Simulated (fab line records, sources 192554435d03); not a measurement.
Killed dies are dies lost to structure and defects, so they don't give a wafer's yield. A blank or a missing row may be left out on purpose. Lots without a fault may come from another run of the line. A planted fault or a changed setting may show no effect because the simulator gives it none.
Chamber matching | flow n5_finfet | N5_BEOL_M6_DESCUM_16 on rie_diel-03: 4 sister chambers
The step chemistry O2, time 7.9 s. 14 wafers are shown with their chamber, then 7 later ones without.

WAFERS WITH THEIR CHAMBER
wafer  | chamber | throttle_valve_pct (%) | drypump_motor_current_A (A) | oes_product_au (a.u.)
L077.1 | 0       | 20.24                  | 5.1                         | 0.93
L077.5 | 0       | 20.23                  | 5.1                         | 0.93
L077.6 | 3       | 20.60                  | 6.0                         | 0.75
L078.3 | 1       | 20.01                  | 6.3                         | 0.91
L078.4 | 0       | 20.24                  | 5.1                         | 0.92
L078.6 | 1       | 19.99                  | 6.4                         | 0.92
L079.2 | 0       | 20.25                  | 5.1                         | 0.92
L079.3 | 3       | 20.63                  | 5.9                         | 0.74
L079.4 | 1       | 20.01                  | 6.3                         | 0.91
L083.2 | 1       | 20.03                  | 6.3                         | 0.89
L083.5 | 2       | 20.88                  | 5.5                         | 0.74
L083.6 | 1       | 20.03                  | 6.3                         | 0.89
L082.1 | 2       | 20.88                  | 5.5                         | 0.74
L082.4 | 1       | 20.02                  | 6.4                         | 0.88

SIGNATURES (means of the wafers above)
reading                 | chamber 0 | chamber 1 | chamber 2 | chamber 3 | scatter within a chamber
throttle_valve_pct      | 20.2400   | 20.0150   | 20.8800   | 20.6150   | 0.0134
drypump_motor_current_A | 5.100     | 6.333     | 5.500     | 5.950     | 0.0428
oes_product_au          | 0.9250    | 0.9000    | 0.7400    | 0.7450    | 0.0116
Rule: a wafer's distance from a chamber is the root of the sum, over the readings, of the square of ((its reading less the chamber's mean) divided by the reading's scatter). The wafer belongs to the nearest chamber; if the next one is less than 2 further off, it can't be placed. The scatter: the root of (the sum of the squares of (reading less its chamber's mean) over the shown wafers, divided by (wafers less chambers)).

WAFERS WITHOUT THEIR CHAMBER
wafer  | throttle_valve_pct (%) | drypump_motor_current_A (A) | oes_product_au (a.u.)
L082.5 | 20.64                  | 5.9                         | 0.73
L088.1 | 20.66                  | 5.9                         | 0.72
L088.2 | 20.90                  | 5.5                         | 0.72
L088.6 | 20.06                  | 6.3                         | 0.87
L096.1 | 20.69                  | 5.9                         | 0.71
L096.2 | 20.08                  | 6.3                         | 0.85
L096.5 | 20.92                  | 5.5                         | 0.72

WHICH CHAMBER EACH WENT THROUGH
wafer  | from the rows above | in truth
L082.5 | 3                   | 3
L088.1 | 3                   | 3
L088.2 | 2                   | 2
L088.6 | 1                   | 1
L096.1 | 3                   | 3
L096.2 | 1                   | 1
L096.5 | 2                   | 2
Placed correctly: 7 of 7. Can't be placed from these rows: 0. Placed wrongly: 0.
